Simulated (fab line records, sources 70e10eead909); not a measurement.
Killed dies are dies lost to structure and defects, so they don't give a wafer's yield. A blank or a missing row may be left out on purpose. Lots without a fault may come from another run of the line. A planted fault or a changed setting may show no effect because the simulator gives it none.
A struck lot beside a sound one | flow nand_harc | 14 steps out of a route of 1302
Sound: wafers L856.1, L856.5, L856.6. Struck: wafer L850.4. (L850.6 of the same lot was not struck and is left out.) The cause comes at the end.
At each step with rows: each side's tool, then ch and its chambers, then its first start. Under that, the readings that differ: sound wafers | struck wafers | difference of the means | sigmas: that difference in standard deviations of wafers without a fault.
alike: readings whose means differ by less than 2 such deviations, and words and numbers that are the same on both sides. not compared: withheld readings, readings that some wafer has no value for, bounds like >300 that may hide the same value, and numbers for which the record gives no deviation and whose values overlap.
The two part at a step that has a row with sigmas, a row that says differs or no value, or rows on one side only. Numbers that don't overlap but have no deviation are shown without sigmas and don't part them. A reading that every wafer of one side lacks parts them only if that side has two wafers or more.

first, 5 steps without rows for these wafers: NHARC_A_CHANNEL_HOLE_D1_SOFTBAKE_05 (time 55 s); NHARC_A_CHANNEL_HOLE_D1_EBR_06; NHARC_A_CHANNEL_HOLE_D1_EXPOSE_07 (exposes mask HOLE D1, target cd 100 nm); NHARC_A_CHANNEL_HOLE_D1_PEB_08 (peb time 65 s); NHARC_A_CHANNEL_HOLE_D1_DEVELOP_09 (develop time 35 s).
NHARC_A_CHANNEL_HOLE_D1_CD_MEAS_10: target cd 100 nm.
  sound on cd_sem-03 ch 0, day 15 14:07; struck on cd_sem-03 ch 0, day 12 20:29
  alike: cd_nm
NHARC_A_CHANNEL_HOLE_D1_OVL_MEAS_11:
  sound on overlay-01, day 15 14:12; struck on overlay-01, day 12 20:34
  alike: overlay_x_nm, overlay_y_nm
NHARC_A_CHANNEL_HOLE_D1_INSPECT_12:
  sound on defect_inspect-02, day 15 14:14; struck on defect_inspect-01, day 12 20:36
  alike: raw_defect_count
NHARC_A_CHANNEL_HOLE_D1_DESCUM_15: chemistry O2, time 3 s.
  sound on rie_diel-09 ch 0,1,2, day 15 14:19; struck on rie_diel-07 ch 3, day 12 20:40
  reading                     | sound             | struck | difference | sigmas
  drypump_motor_current_A (A) | 5.8 6.2 6.0       | 4.6    | -1.4       | -2
  oes_product_au (a.u.)       | 0.996 0.980 0.999 | 1.026  | +0.034     | +3
  alike: rf_vpp_V, showerhead_plenum_p_Torr, throttle_valve_pct
  not compared: rf_hours_counter_h
NHARC_A_CHANNEL_HOLE_D1_ETCH_38: etches the open film in CF4, target depth 39 nm, time 65 s.
  sound on rie_diel-09 ch 1,2,3, day 15 14:23; struck on rie_diel-07 ch 2, day 12 20:45
  reading      | sound             | struck | difference | sigmas
  rf_vpp_V (V) | 151.2 150.2 152.1 | 153.5  | +2.3       | +2
  alike: drypump_motor_current_A, oes_product_au, run_length_s, showerhead_plenum_p_Torr, throttle_valve_pct
  not compared: rf_hours_counter_h
NHARC_A_CHANNEL_HOLE_D1_ETCH_39: etches the open film in N2/H2, target depth 260 nm, time 325 s.
  sound on rie_diel-09 ch 2,3; struck on rie_diel-07 ch 2
  reading             | sound             | struck | difference | sigmas
  n2_flow_sccm (sccm) | 148.9 149.9 149.8 | 150.4  | +0.9       | +2
  alike: drypump_motor_current_A, oes_product_au, rf_vpp_V, run_length_s, showerhead_plenum_p_Torr, throttle_valve_pct
  not compared: rf_hours_counter_h
NHARC_A_CHANNEL_HOLE_D1_ETCH_34: etches the open film in CF4/CHF3, target depth 154 nm, time 77 s.
  sound on rie_diel-09 ch 1,2,3; struck on rie_diel-07 ch 1
  alike: drypump_motor_current_A, oes_product_au, rf_vpp_V, run_length_s, showerhead_plenum_p_Torr, throttle_valve_pct
  not compared: rf_hours_counter_h
NHARC_A_CHANNEL_HOLE_D1_ETCH_16: etches the open film in O2/COS, target depth 3100 nm, time 806 s.
  sound on rie_diel-09 ch 0,2,3, day 15 14:56; struck on rie_diel-07 ch 2, day 12 21:18
  reading          | sound             | struck | difference | sigmas
  run_length_s (s) | 827.5 827.0 827.5 | 634.2  | -193.1     | -99 or more
  alike: drypump_motor_current_A, oes_product_au, rf_vpp_V, showerhead_plenum_p_Torr, throttle_valve_pct
  not compared: rf_hours_counter_h
NHARC_A_CHANNEL_HOLE_D1_CD_MEAS_18:
  sound on cd_sem-02, day 15 15:24; struck on cd_sem-01, day 12 21:47
  alike: cd_nm

WHERE THEY PART
First at NHARC_A_CHANNEL_HOLE_D1_DESCUM_15; last, within this record, at NHARC_A_CHANNEL_HOLE_D1_ETCH_16. Later steps at which nothing parts them and some readings are alike: NHARC_A_CHANNEL_HOLE_D1_CD_MEAS_18.

WHY: what the simulator had put in
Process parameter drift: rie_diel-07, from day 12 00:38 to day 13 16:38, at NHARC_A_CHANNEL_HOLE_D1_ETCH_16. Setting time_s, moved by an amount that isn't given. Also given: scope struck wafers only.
